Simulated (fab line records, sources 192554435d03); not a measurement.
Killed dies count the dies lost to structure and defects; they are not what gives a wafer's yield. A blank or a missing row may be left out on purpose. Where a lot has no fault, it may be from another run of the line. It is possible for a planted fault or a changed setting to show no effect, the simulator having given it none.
fab line records	flow n5Finfet
record lots=11	wafers=33	lastDay=18
route steps=1938 shown BEOL_M0_SAQP@633 BEOL_M4@1111 PASSIVATION@1936
lots untouched by any fault: they come from a run of this same line in which no faults occurred
startH: the number of hours between the record's first day and the start of the first shown wafer of the lot	waitH: time in hours since the lot's previous step	" unchanged from the row above	L1.1+2: a row that stands for several wafers	- value missing, or start not given	* or withheld: withheld	< > ~ a bound
route shown NAME@n: names a module that has steps shown in the file, with the first one's number in the route	usual: average and standard deviation across the fault-free wafers	same: alike in all rows	chamber/n: place in a boat	sites: the reading at each site	_std_site: their standard deviation	_edge_site: the outer-site mean with the inner-site mean subtracted	radiusMm: for every site, how far away it sits from the centre of the wafer	mask NAME#n: copy n	behind: the most recent tool/chamber to have shaped the wafer	hold: why the lot was held/for how many hours/how that ended	device: names the non-switching transistor (n, p or np)	end of line: at the end of the route, the tests of the same wafers	step lacking rows: just its recipe	killed: dies that structure and defects cost at the first sort, which is not the same as the wafer's yield	map: shows each die of a wafer: x if killed, . if not, _ if none is there
set.NAME: setting as actually run; set.NAME@STEP: the setting as run at that earlier step	model.NAME: the simulator's own value behind a step, which no gauge read
one table for each step of the route and one row for each wafer, over a sample of lots
services: the hour from which a tool's chamber was out of use, counted from the record's first day as startH (under 0 if before that day), plus the number of hours and why
## steps
# step N5_BEOL_M0_SAQP_ILD_DEP_01
# recipe material=SiOC	targetThkA=454.19	tempC=350	precursor=DEMS/O2	pressureTorr=5	rfW=500	timeS=8.7
# usual heaterPowerW=495/76	showerheadPlenumPTorr=5.697/0.017	showerheadVppV=1409/94	throttleValvePct=12.1/0.79
lot.wafer	tool	chamber	startH	waitH	heaterPowerW	showerheadPlenumPTorr	showerheadVppV	throttleValvePct
L467.3	pecvd-01	0	123.49	0.0	503	5.687	1477	11.5
L467.4	"	0	"	"	507	5.703	1439	11.5
L467.6	"	2	"	"	526	5.676	1278	11.1
L471.2	pecvd-01	0	143.61	0.0	453	5.709	1492	11.7
L471.3	"	1	"	"	578	5.729	1554	12.6
L471.5	"	0	"	"	454	5.690	1464	11.5
L472.2	pecvd-02	2	147.53	0.0	434	5.680	1363	11.3
L472.3	"	0	"	"	438	5.717	1517	12.5
L472.6	"	2	"	"	433	5.684	1379	11.0
L475.1	pecvd-03	2	172.68	0.0	496	5.682	1264	11.0
L475.3	"	0	"	"	390	5.672	1384	12.1
L475.6	"	2	"	"	505	5.692	1278	11.2
L479.2	pecvd-02	1	195.21	0.0	461	5.684	1382	13.2
L479.3	"	0	"	"	488	5.719	1511	12.5
L479.4	"	1	"	"	469	5.692	1332	13.2
L481.1	pecvd-01	1	207.03	0.0	656	5.736	1500	12.7
L481.3	"	2	"	"	492	5.674	1270	11.2
L481.4	"	0	"	"	440	5.690	1457	11.3
L482.3	pecvd-01	2	209.98	0.0	505	5.680	1270	11.3
L482.4	"	0	"	"	413	5.707	1453	11.3
L482.5	"	1	"	"	614	5.718	1552	12.8
L484.1	pecvd-02	0	246.93	0.0	481	5.710	1484	12.4
L484.4	"	0	"	"	490	5.715	1519	12.5
L484.5	"	2	"	"	470	5.692	1374	11.5
L483.4	pecvd-03	1	246.95	0.0	557	5.698	1484	13.5
L483.5	"	2	"	"	417	5.673	1296	11.2
L483.6	"	0	"	"	415	5.695	1395	12.2
L487.3	pecvd-02	1	247.53	0.0	459	5.700	1353	13.0
L487.4	"	2	"	"	538	5.668	1355	11.6
L487.5	"	1	"	"	465	5.695	1338	13.0
L488.2	pecvd-03	0	247.53	0.0	346	5.699	1350	12.1
L488.3	"	2	"	"	451	5.686	1295	11.4
L488.5	"	1	"	"	589	5.714	1463	13.4
# step N5_BEOL_M0_SAQP_HM_DEP_02
# recipe material=TiN	targetThkA=120	tempC=25	chamberPressurePa=0.49996
# usual throttleValvePct=30.3/1.1
lot.wafer	tool	chamber	startH	waitH	throttleValvePct
L467.3	pvdSputter-02	-	123.56	0.1	29.8
L467.4	"	-	"	"	30.6
L467.6	"	-	"	"	29.6
L471.2	pvdSputter-01	-	144.83	1.2	29.2
L471.3	"	-	"	"	28.6
L471.5	"	-	"	"	29.2
L472.2	pvdSputter-03	-	147.63	0.1	29.5
L472.3	"	-	"	"	31.5
L472.6	"	-	"	"	31.6
L475.1	pvdSputter-02	-	174.86	2.2	31.4
L475.3	"	-	"	"	29.7
L475.6	"	-	"	"	31.0
L479.2	pvdSputter-03	-	196.19	1.0	31.3
L479.3	"	-	"	"	28.8
L479.4	"	-	"	"	31.5
L481.1	pvdSputter-01	-	208.28	1.2	31.2
L481.3	"	-	"	"	28.9
L481.4	"	-	"	"	29.5
L482.3	pvdSputter-01	-	210.19	0.2	28.5
L482.4	"	-	"	"	28.8
L482.5	"	-	"	"	29.5
L484.1	pvdSputter-02	-	247.83	0.9	29.2
L484.4	"	-	"	"	30.8
L484.5	"	-	"	"	31.0
L483.4	pvdSputter-02	-	247.93	1.0	31.1
L483.5	"	-	"	"	29.4
L483.6	"	-	"	"	31.3
L488.2	pvdSputter-01	-	248.88	1.3	29.2
L488.3	"	-	"	"	31.3
L488.5	"	-	"	"	29.0
L487.3	pvdSputter-01	-	248.98	1.4	31.1
L487.4	"	-	"	"	29.0
L487.5	"	-	"	"	29.6
# step N5_BEOL_M0_SAQP_PECVD_96
# recipe material=a-Si	targetThkA=450	tempC=350	precursor=SiH4/He	pressureTorr=3	rfW=100	timeS=45.2
# usual heaterPowerW=641/82	showerheadPlenumPTorr=5.68/0.061	showerheadVppV=632/43	throttleValvePct=18.5/1.2
lot.wafer	tool	chamber	startH	waitH	heaterPowerW	showerheadPlenumPTorr	showerheadVppV	throttleValvePct
L467.3	pecvd-02	1	123.71	0.0	553	5.65	614	19.9
L467.4	"	2	"	"	610	5.66	609	16.6
L467.6	"	1	"	"	568	5.65	601	20.0
L471.2	pecvd-01	1	144.98	0.0	723	5.78	692	19.6
L471.3	"	0	"	"	590	5.67	659	17.4
L471.5	"	0	"	"	580	5.69	653	17.5
L472.2	pecvd-01	2	147.78	0.0	687	5.59	571	17.1
L472.3	"	0	"	"	606	5.68	655	17.4
L472.6	"	1	"	"	752	5.79	680	19.6
L475.1	pecvd-01	2	175.02	0.0	696	5.58	559	17.3
L475.3	"	0	"	"	575	5.68	644	17.6
L475.6	"	2	"	"	690	5.60	560	17.1
L479.2	pecvd-02	0	196.36	0.0	596	5.75	671	18.9
L479.3	"	0	"	"	607	5.73	685	19.0
L479.4	"	1	"	"	619	5.65	608	20.2
L481.1	pecvd-01	1	208.43	0.0	865	5.79	701	19.9
L481.3	"	0	"	"	612	5.67	661	17.5
L481.4	"	0	"	"	642	5.69	658	17.3
L482.3	pecvd-02	0	210.34	0.0	612	5.74	669	19.1
L482.4	"	2	"	"	563	5.67	609	17.4
L482.5	"	0	"	"	625	5.74	669	19.1
L484.1	pecvd-01	1	247.99	0.0	824	5.80	681	19.6
L484.4	"	1	"	"	826	5.78	692	19.2
L484.5	"	2	"	"	700	5.59	575	17.4
L483.4	pecvd-03	2	248.11	0.0	651	5.62	576	17.2
L483.5	"	1	"	"	731	5.70	665	20.5
L483.6	"	0	"	"	541	5.67	620	18.4
L488.2	pecvd-01	2	249.03	0.0	679	5.59	560	17.4
L488.3	"	1	"	"	842	5.78	681	19.8
L488.5	"	1	"	"	842	5.79	689	19.8
L487.3	pecvd-02	1	249.19	0.0	588	5.65	598	20.0
L487.4	"	1	"	"	568	5.64	612	19.9
L487.5	"	0	"	"	641	5.73	675	19.0
# step N5_BEOL_M0_SAQP_COAT_82
# recipe resist=SiARC	tempC=220	timeS=60	spinRpm=1500	resistThkNm=30
# usual heaterPowerTotalW=427.7/2.2	spinSpeedRpm=1500.0/0.89
lot.wafer	tool	chamber	startH	waitH	heaterPowerTotalW	spinSpeedRpm
L467.3	lithoTrack-05	0	124.00	-	430.1	1499.3
L467.4	"	0	"	"	428.6	1498.9
L467.6	"	0	"	"	428.4	1500.2
L471.2	lithoTrack-01	0	145.28	-	428.3	1501.3
L471.3	"	0	"	"	430.3	1501.8
L471.5	"	0	"	"	430.9	1500.5
L472.2	lithoTrack-05	0	148.08	-	427.8	1501.4
L472.3	"	0	"	"	428.4	1501.0
L472.6	"	0	"	"	427.0	1500.2
L475.1	lithoTrack-01	0	175.31	-	427.4	1499.4
L475.3	"	0	"	"	429.4	1499.1
L475.6	"	0	"	"	427.5	1498.3
L479.2	lithoTrack-04	0	196.73	-	426.5	1500.5
L479.3	"	0	"	"	427.5	1501.1
L479.4	"	0	"	"	428.9	1500.3
L481.1	lithoTrack-01	0	208.72	-	426.2	1406.4
L481.3	"	0	"	"	424.7	1406.4
L481.4	"	0	"	"	430.2	1406.1
L482.3	lithoTrack-05	0	210.63	-	426.6	1499.7
L482.4	"	0	"	"	424.7	1500.2
L482.5	"	0	"	"	425.7	1500.1
L484.1	lithoTrack-04	0	248.28	-	427.0	1499.5
L484.4	"	0	"	"	430.0	1499.5
L484.5	"	0	"	"	431.0	1500.9
L483.4	lithoTrack-01	0	248.38	-	426.9	1407.3
L483.5	"	0	"	"	429.3	1408.0
L483.6	"	0	"	"	424.6	1408.6
L488.2	lithoTrack-04	0	249.33	-	426.7	1499.2
L488.3	"	0	"	"	424.5	1498.7
L488.5	"	0	"	"	429.8	1499.8
L487.3	lithoTrack-04	0	249.49	-	424.8	1500.5
L487.4	"	0	"	"	428.7	1500.5
L487.5	"	0	"	"	424.4	1500.3
# step N5_BEOL_M4_RC_MEAS_101
# usual DIBL_N=37.0/1.7	DIBL_P=36.7/2	IOFF_N=0.17/0.035	IOFF_P=0.22/0.035	ION_N=672/12	ION_P=461/7.5	SS_N=71.6/0.67	SS_P=73.4/0.64	VT_N=250/3.5	VT_P=-250/3.5
lot.wafer	tool	chamber	startH	waitH	DIBL_N[mV/V]	DIBL_P[mV/V]	IOFF_N[nA/um]	IOFF_P[nA/um]	ION_N[uA/um]	ION_P[uA/um]	SS_N[mV/dec]	SS_P[mV/dec]	VT_N[mV]	VT_P[mV]
L467.3	prober-01	0	176.08	0.3	38.7	41.7	0.22	0.27	674	463	72.6	75.0	248	-248
L467.4	"	0	"	"	37.0	39.1	0.16	0.20	664	454	73.0	73.4	254	-251
L467.6	"	0	"	"	35.7	36.9	0.14	0.18	645	445	72.5	73.1	256	-253
L471.2	prober-01	0	196.31	0.2	38.4	39.0	0.19	0.27	665	464	72.2	73.6	247	-248
L471.3	"	0	"	"	39.2	38.8	0.20	0.25	668	449	72.3	74.1	249	-249
L471.5	"	0	"	"	39.6	39.8	0.21	0.27	658	454	72.4	74.5	247	-250
L472.2	prober-01	0	213.50	0.2	36.4	35.2	0.15	0.18	681	461	71.3	72.5	251	-253
L472.3	"	0	"	"	38.4	37.3	0.18	0.22	685	458	72.1	72.7	248	-252
L472.6	"	0	"	"	38.2	37.7	0.18	0.23	691	469	72.2	73.2	249	-252
L475.1	prober-02	0	226.97	0.0	34.3	35.1	0.13	0.18	666	454	70.0	72.4	252	-253
L475.3	"	0	"	"	36.5	36.9	0.17	0.20	675	460	71.4	74.1	249	-253
L475.6	"	0	"	"	35.7	35.4	0.15	0.18	666	454	71.4	73.5	253	-255
L479.2	prober-02	0	247.66	0.2	34.9	35.6	0.14	0.21	669	461	70.5	73.5	251	-250
L479.3	"	0	"	"	34.1	33.8	0.11	0.17	648	449	70.7	73.0	256	-253
L479.4	"	0	"	"	34.5	35.1	0.13	0.20	661	462	70.4	73.3	252	-249
L481.1	prober-02	0	257.08	0.0	36.5	36.5	0.17	0.24	683	469	71.2	73.5	249	-243
L481.3	"	0	"	"	37.1	36.3	0.16	0.23	679	467	70.8	72.1	248	-248
L481.4	"	0	"	"	41.1	40.7	0.27	0.32	688	470	72.2	74.2	241	-242
L482.3	prober-02	0	261.93	0.3	40.4	40.5	0.25	0.31	683	471	73.2	74.2	244	-245
L482.4	"	0	"	"	37.3	37.0	0.17	0.24	676	465	71.6	73.6	245	-248
L482.5	"	0	"	"	37.1	36.6	0.18	0.23	690	467	71.2	73.9	246	-247
L484.1	prober-01	0	296.65	0.0	39.6	42.4	0.21	0.29	678	466	72.8	73.9	247	-248
L484.4	"	0	"	"	37.1	39.0	0.16	0.22	670	467	71.3	73.5	250	-248
L484.5	"	0	"	"	37.6	39.3	0.15	0.22	666	452	72.0	73.6	251	-249
L483.4	prober-02	0	297.76	0.5	39.9	39.9	0.24	0.27	683	455	72.4	74.1	244	-247
L483.5	"	0	"	"	38.7	39.0	0.21	0.25	677	454	71.9	74.2	246	-249
L483.6	"	0	"	"	39.5	38.5	0.21	0.24	681	461	71.9	73.4	247	-253
L488.2	prober-02	0	300.09	0.2	37.0	35.8	0.15	0.21	680	467	71.1	73.7	250	-247
L488.3	"	0	"	"	35.9	34.6	0.13	0.19	658	460	70.7	72.8	251	-250
L488.5	"	0	"	"	39.1	38.2	0.19	0.25	690	470	72.1	73.5	246	-248
L487.3	prober-02	0	322.71	0.3	35.5	34.4	0.15	0.20	675	467	72.0	73.6	250	-250
L487.4	"	0	"	"	36.0	35.2	0.16	0.22	678	466	71.8	73.5	246	-249
L487.5	"	0	"	"	35.8	34.2	0.14	0.20	664	461	71.2	73.1	251	-252
# step N5_PASSIVATION_PROBE_49
# usual defectLimitedYield=91.1/1.3	killed_at_M0_to_M3=35/11	killed_at_M4_up=13/5.4	killedAtContacts=14/6.5	killedAtFrontEnd=41/11	killedAtOther=4/3.1	killedDies=106/15	killedOpen=69/12	killedShort=35/7	sort_bin_4_leakage=0.01/0.078	sort_bin_5_function=5.2/0.86	sort_bin_6_memory=3.4/0.64	sortNPass=1074/15	sortYieldPct=91.0/1.3
# same grossDies=1180	killedAtBackSide=0	sort_bin_8_speed[%]=0
lot.wafer	tool	chamber	startH	waitH	defectLimitedYield[%]	killed_at_M0_to_M3	killed_at_M4_up	killedAtContacts	killedAtFrontEnd	killedAtOther	killedDies	killedOpen	killedShort	sort_bin_4_leakage[%]	sort_bin_5_function[%]	sort_bin_6_memory[%]	sortNPass	sortYieldPct[%]
L467.3	prober-01	-	277.93	0.1	91.0	36	11	5	51	3	106	68	36	0	4.7	4.0	1074	91.0
L467.4	prober-01	-	277.98	0.2	90.8	40	8	7	53	1	109	69	37	0	4.8	4.1	1071	90.8
L467.6	prober-01	-	278.08	0.3	89.8	31	18	5	66	0	120	77	40	0	5.8	3.5	1060	89.8
L471.2	prober-02	-	295.64	0.1	90.7	16	26	15	50	3	110	71	38	0	5.1	4.1	1070	90.7
L471.3	prober-02	-	295.69	0.1	93.2	21	6	5	46	2	80	54	25	0	4.2	2.5	1100	93.2
L471.5	prober-02	-	295.79	0.2	91.1	36	10	13	42	4	105	66	38	0	5.1	3.6	1075	91.1
L472.2	prober-01	-	302.04	0.1	92.2	17	13	18	41	3	92	51	40	0	4.1	3.2	1088	92.2
L472.3	prober-01	-	302.09	0.1	90.8	35	19	16	37	2	109	79	28	0	5.9	3.1	1071	90.8
L472.6	prober-01	-	302.24	0.3	90.7	19	20	10	60	1	110	74	34	0	5.4	3.6	1070	90.7
L475.1	prober-01	-	321.47	0.0	92.2	33	12	7	34	6	92	55	34	0	5.3	2.5	1088	92.2
L475.3	prober-01	-	321.57	0.1	92.3	32	12	22	22	3	91	63	27	0	4.7	3.0	1089	92.3
L475.6	prober-01	-	321.72	0.3	92.4	31	9	9	34	7	90	70	19	0	4.5	2.8	1090	92.4
L479.2	prober-02	-	337.40	0.1	91.4	43	10	19	25	4	101	72	28	0	5.0	3.3	1079	91.4
L479.3	prober-02	-	337.45	0.1	89.9	59	7	15	36	2	119	79	39	0	6.0	3.9	1061	89.9
L479.4	prober-02	-	337.50	0.2	89.2	36	11	22	55	4	128	76	51	0	6.4	4.0	1052	89.2
L482.3	prober-02	-	353.33	0.1	91.7	31	18	11	37	1	98	73	25	0.08	5.0	3.1	1081	91.6
L482.4	prober-02	-	353.38	0.2	91.5	40	9	7	40	4	100	75	24	0	5.0	3.5	1080	91.5
L482.5	prober-02	-	353.43	0.2	90.8	29	15	10	53	1	108	67	39	0	4.9	3.6	1072	90.8
L484.1	prober-02	-	406.72	0.0	91.2	41	30	3	29	1	104	69	31	0	5.4	3.0	1076	91.2
L484.4	prober-02	-	406.87	0.2	91.0	51	12	12	28	3	106	62	41	0	5.5	3.1	1074	91.0
L484.5	prober-02	-	406.92	0.2	92.9	35	13	8	25	3	84	56	28	0	4.7	2.4	1096	92.9
L488.2	prober-02	-	412.12	0.1	90.9	23	6	17	58	3	107	72	33	0	4.6	4.2	1073	90.9
L488.3	prober-02	-	412.17	0.1	91.5	21	11	13	52	3	100	70	24	0	4.8	3.3	1080	91.5
L488.5	prober-02	-	412.27	0.2	91.2	19	14	12	56	3	104	67	33	0	4.9	3.6	1076	91.2
L487.3	prober-02	-	434.72	0.1	89.5	39	16	16	53	0	124	90	33	0	6.0	4.2	1056	89.5
L487.4	prober-02	-	434.77	0.2	91.5	27	8	5	59	1	100	56	42	0	5.6	2.7	1080	91.5
L487.5	prober-02	-	434.82	0.2	91.9	38	16	7	34	0	95	60	32	0	5.3	2.5	1085	91.9
# killed by level:class
L467.3 FIN_SAQP:geometricParticle:open=11 BEOL_M0_SAQP:geometricParticle:open=9 FIN_SAQP:geometricParticle:short=8 BEOL_M3:geometricParticle:open=8 GATE_CUT:geometricParticle:open=5 DUMMY_GATE:geometricParticle:open=5 BEOL_M2:geometricParticle:open=5 BEOL_M4:geometricParticle:open=5
L467.4 FIN_SAQP:geometricParticle:open=22 FIN_SAQP:geometricParticle:short=11 GATE_CUT:geometricParticle:short=8 BEOL_M3:geometricParticle:open=7 BEOL_M0:geometricParticle:open=6 BEOL_M4:geometricParticle:open=5 BEOL_M0_SAQP:geometricParticle:short=5 BEOL_M0_SAQP:geometricParticle:open=5
L467.6 FIN_SAQP:geometricParticle:short=18 FIN_SAQP:geometricParticle:open=18 BEOL_M4:geometricParticle:open=13 BEOL_M3:geometricParticle:open=11 STI_FIN_REVEAL:geometricParticle:open=7 MOL_CONTACT_COAG:geometricParticle:open=5 DUMMY_GATE:geometricParticle:open=4 ILD0:geometricParticle:open=4
L471.2 STI_FIN_REVEAL:geometricParticle:open=12 FIN_SAQP:geometricParticle:short=11 MOL_CONTACT_COAG:geometricParticle:open=11 BEOL_M4:geometricParticle:open=11 FIN_SAQP:geometricParticle:open=6 BEOL_M0_SAQP:geometricParticle:short=6 STARTING-WAFER:geometricParticle:open=5 ILD0:geometricParticle:short=4
L471.3 STI_FIN_REVEAL:geometricParticle:open=19 BEOL_M0_SAQP:geometricParticle:open=8 FIN_SAQP:geometricParticle:open=6 FIN_SAQP:geometricParticle:short=5 STI_FIN_REVEAL:geometricParticle:short=5 MOL_CONTACT_COAG:geometricParticle:open=4 GATE_CUT:geometricParticle:open=3 GATE_CUT:geometricParticle:short=3
L471.5 STI_FIN_REVEAL:geometricParticle:open=14 MOL_CONTACT_COAG:geometricParticle:open=11 BEOL_M0_SAQP:geometricParticle:short=9 BEOL_M0_SAQP:geometricParticle:open=8 DUMMY_GATE:geometricParticle:open=7 FIN_SAQP:geometricParticle:short=6 FIN_SAQP:geometricParticle:open=5 BEOL_M1:geometricParticle:open=5
L472.2 MOL_CONTACT_COAG:geometricParticle:open=13 FIN_SAQP:geometricParticle:short=7 FIN_SAQP:geometricParticle:open=6 STI_FIN_REVEAL:geometricParticle:open=6 GATE_CUT:geometricParticle:short=5 MOL_CONTACT_COAG:geometricParticle:short=4 GATE_CUT:geometricParticle:open=4 BEOL_M0_SAQP:geometricParticle:short=4
L472.3 MOL_CONTACT_COAG:geometricParticle:open=15 STI_FIN_REVEAL:geometricParticle:open=14 BEOL_M0_SAQP:geometricParticle:open=12 BEOL_M3:geometricParticle:open=9 FIN_SAQP:geometricParticle:open=6 FIN_SAQP:geometricParticle:short=6 BEOL_M5:geometricParticle:open=6 BEOL_M0_SAQP:geometricParticle:short=4
L472.6 GATE_CUT:geometricParticle:short=12 GATE_CUT:geometricParticle:open=10 MOL_CONTACT_COAG:geometricParticle:open=10 BEOL_M4:geometricParticle:open=10 FIN_SAQP:geometricParticle:open=8 FIN_SAQP:geometricParticle:short=6 STI_FIN_REVEAL:geometricParticle:open=5 BEOL_M1:geometricParticle:open=5
L475.1 BEOL_M0_SAQP:geometricParticle:open=12 BEOL_M0_SAQP:geometricParticle:short=9 STI_FIN_REVEAL:geometricParticle:open=8 FIN_SAQP:geometricParticle:short=7 MOL_CONTACT_COAG:geometricParticle:open=5 BEOL_M8:geometricParticle:open=4 STARTING-WAFER:geometricParticle:open=4 BEOL_M0:geometricParticle:short=3
L475.3 MOL_CONTACT_COAG:geometricParticle:open=17 BEOL_M1:geometricParticle:open=8 BEOL_M0_SAQP:geometricParticle:open=7 DUMMY_GATE:geometricParticle:open=5 MOL_CONTACT_COAG:geometricParticle:short=5 BEOL_M0_SAQP:geometricParticle:short=5 BEOL_M4:geometricParticle:open=5 DUMMY_GATE:geometricParticle:short=3
L475.6 STI_FIN_REVEAL:geometricParticle:open=10 MOL_CONTACT_COAG:geometricParticle:open=8 BEOL_M3:geometricParticle:open=8 FIN_SAQP:geometricParticle:open=6 BEOL_M0_SAQP:geometricParticle:open=6 BEOL_M0_SAQP:geometricParticle:short=5 DUMMY_GATE:geometricParticle:open=4 FIN_SAQP:geometricParticle:short=3
L479.2 MOL_CONTACT_COAG:geometricParticle:open=15 BEOL_M2:geometricParticle:open=10 BEOL_M0_SAQP:geometricParticle:open=9 BEOL_M3:geometricParticle:open=7 BEOL_M3:geometricParticle:short=6 FIN_SAQP:geometricParticle:open=5 DUMMY_GATE:geometricParticle:open=5 STI_FIN_REVEAL:geometricParticle:open=4
L479.3 BEOL_M0_SAQP:geometricParticle:open=16 BEOL_M0_SAQP:geometricParticle:short=13 BEOL_M2:geometricParticle:open=13 STI_FIN_REVEAL:geometricParticle:open=9 MOL_CONTACT_COAG:geometricParticle:open=9 BEOL_M3:geometricParticle:open=7 MOL_CONTACT_COAG:geometricParticle:short=6 FIN_SAQP:geometricParticle:short=5
L479.4 MOL_CONTACT_COAG:geometricParticle:open=15 BEOL_M0_SAQP:geometricParticle:short=14 STI_FIN_REVEAL:geometricParticle:open=12 FIN_SAQP:geometricParticle:short=11 ILD0:geometricParticle:short=7 MOL_CONTACT_COAG:geometricParticle:short=7 BEOL_M0_SAQP:geometricParticle:open=7 BEOL_M3:geometricParticle:open=6
L482.3 FIN_SAQP:geometricParticle:open=12 MOL_CONTACT_COAG:geometricParticle:open=8 FIN_SAQP:geometricParticle:short=7 STI_FIN_REVEAL:geometricParticle:open=7 BEOL_M3:geometricParticle:open=6 BEOL_M4:geometricParticle:open=6 BEOL_M0_SAQP:geometricParticle:open=5 BEOL_M1:geometricParticle:open=5
L482.4 STI_FIN_REVEAL:geometricParticle:open=11 FIN_SAQP:geometricParticle:open=10 BEOL_M1:geometricParticle:open=10 BEOL_M0:geometricParticle:open=9 BEOL_M3:geometricParticle:open=8 FIN_SAQP:geometricParticle:short=7 MOL_CONTACT_COAG:geometricParticle:open=6 BEOL_M0_SAQP:geometricParticle:open=5
L482.5 STI_FIN_REVEAL:geometricParticle:open=17 MOL_CONTACT_COAG:geometricParticle:open=7 BEOL_M4:geometricParticle:open=7 STARTING-WAFER:geometricParticle:short=7 BEOL_M0_SAQP:geometricParticle:short=6 BEOL_M0_SAQP:geometricParticle:open=6 FIN_SAQP:geometricParticle:short=5 STI_FIN_REVEAL:geometricParticle:short=5
L484.1 BEOL_M0_SAQP:geometricParticle:open=14 BEOL_M5:geometricParticle:open=11 BEOL_M3:geometricParticle:open=9 STARTING-WAFER:geometricParticle:short=8 STI_FIN_REVEAL:geometricParticle:open=7 BEOL_M0_SAQP:geometricParticle:short=6 BEOL_M1:geometricParticle:open=6 BEOL_M7:geometricParticle:open=6
L484.4 BEOL_M0_SAQP:geometricParticle:short=16 BEOL_M0_SAQP:geometricParticle:open=11 BEOL_M3:geometricParticle:open=8 MOL_CONTACT_COAG:geometricParticle:open=8 BEOL_M5:geometricParticle:open=7 BEOL_M1:geometricParticle:open=6 STI_FIN_REVEAL:geometricParticle:open=5 MOL_CONTACT_COAG:geometricParticle:short=4
L484.5 BEOL_M0_SAQP:geometricParticle:short=9 STI_FIN_REVEAL:geometricParticle:open=7 MOL_CONTACT_COAG:geometricParticle:open=7 BEOL_M2:geometricParticle:open=6 GATE_CUT:geometricParticle:short=4 BEOL_M1:geometricParticle:open=4 BEOL_M3:geometricParticle:open=4 STARTING-WAFER:geometricParticle:short=4
L488.2 FIN_SAQP:geometricParticle:open=18 FIN_SAQP:geometricParticle:short=14 MOL_CONTACT_COAG:geometricParticle:open=12 STI_FIN_REVEAL:geometricParticle:open=12 BEOL_M1:geometricParticle:open=7 BEOL_M2:geometricParticle:open=7 MOL_CONTACT_COAG:geometricParticle:short=5 STARTING-WAFER:geometricParticle:open=4
L488.3 FIN_SAQP:geometricParticle:open=19 MOL_CONTACT_COAG:geometricParticle:open=10 BEOL_M2:geometricParticle:open=7 STI_FIN_REVEAL:geometricParticle:open=5 DUMMY_GATE:geometricParticle:open=4 ILD0:geometricParticle:short=4 BEOL_M0:geometricParticle:open=4 FIN_SAQP:geometricParticle:short=3
L488.5 FIN_SAQP:geometricParticle:open=20 FIN_SAQP:geometricParticle:short=13 MOL_CONTACT_COAG:geometricParticle:open=8 BEOL_M2:geometricParticle:open=5 DUMMY_GATE:geometricParticle:open=4 MOL_CONTACT_COAG:geometricParticle:short=4 STARTING-WAFER:geometricParticle:open=4 STI_FIN_REVEAL:geometricParticle:short=3
L487.3 STI_FIN_REVEAL:geometricParticle:open=17 BEOL_M0_SAQP:geometricParticle:open=15 MOL_CONTACT_COAG:geometricParticle:open=11 BEOL_M3:geometricParticle:open=7 FIN_SAQP:geometricParticle:open=5 DUMMY_GATE:geometricParticle:open=5 ILD0:geometricParticle:open=5 MOL_CONTACT_COAG:geometricParticle:short=5
L487.4 STI_FIN_REVEAL:geometricParticle:open=23 FIN_SAQP:geometricParticle:short=9 BEOL_M0_SAQP:geometricParticle:short=9 FIN_SAQP:geometricParticle:open=7 BEOL_M0_SAQP:geometricParticle:open=5 STI_FIN_REVEAL:geometricParticle:short=4 STARTING-WAFER:geometricParticle:open=4 BEOL_M3:geometricParticle:short=4
L487.5 BEOL_M0_SAQP:geometricParticle:open=12 STI_FIN_REVEAL:geometricParticle:open=10 BEOL_M0_SAQP:geometricParticle:short=9 MOL_CONTACT_COAG:geometricParticle:open=6 BEOL_M4:geometricParticle:open=5 FIN_SAQP:geometricParticle:short=4 BEOL_M1:geometricParticle:open=4 GATE_CUT:geometricParticle:short=4
## services
tool	chamber	startH	hours	kind
pecvd-02	2	103.90	5.5	scheduledDown
pecvd-02	2	112.56	5.0	scheduledDown
pecvd-03	1	121.03	2.1	scheduledDown
pvdSputter-01	-	129.13	1.9	repair
pvdSputter-03	-	135.52	1.7	repair
lithoTrack-04	-	137.72	-	consumableReplace:filter
pecvd-03	0	159.78	2.1	scheduledDown
pecvd-02	1	165.01	5.5	scheduledDown
pvdSputter-03	-	172.58	5.0	repair
pecvd-02	2	183.09	2.1	scheduledDown
pecvd-02	2	186.39	16.3	repair
pecvd-01	-	192.75	2.8	pm
pecvd-01	-	214.89	2.5	repair
lithoTrack-04	-	245.20	-	consumableReplace:filter
## key
firstSign step=N5_BEOL_M0_SAQP_COAT_82	reading=spinSpeedRpm	direction=down	sigmas=99+	usual=*	struck=*
effect none on later readings
metAt N5_BEOL_M0_SAQP_COAT_82
struckLots L481,L483
rowsEnd L481.1,L481.3,L481.4,L483.4,L483.5,L483.6
notActingAt N5_BEOL_M0_SAQP_ILD_DEP_01,N5_BEOL_M0_SAQP_HM_DEP_02,N5_BEOL_M0_SAQP_PECVD_96
onsetBetween 175.31 208.72
fault kind=processParameterDrift	tool=lithoTrack-01	chamber=-	onsetH=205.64	steps=N5_BEOL_M0_SAQP_COAT_82	channel=spinRpm	offset=*	shape=step	actsIn=*	stated=*
# rowsEnd: these wafers met a further fault down the route, and their rows from its step on are left out
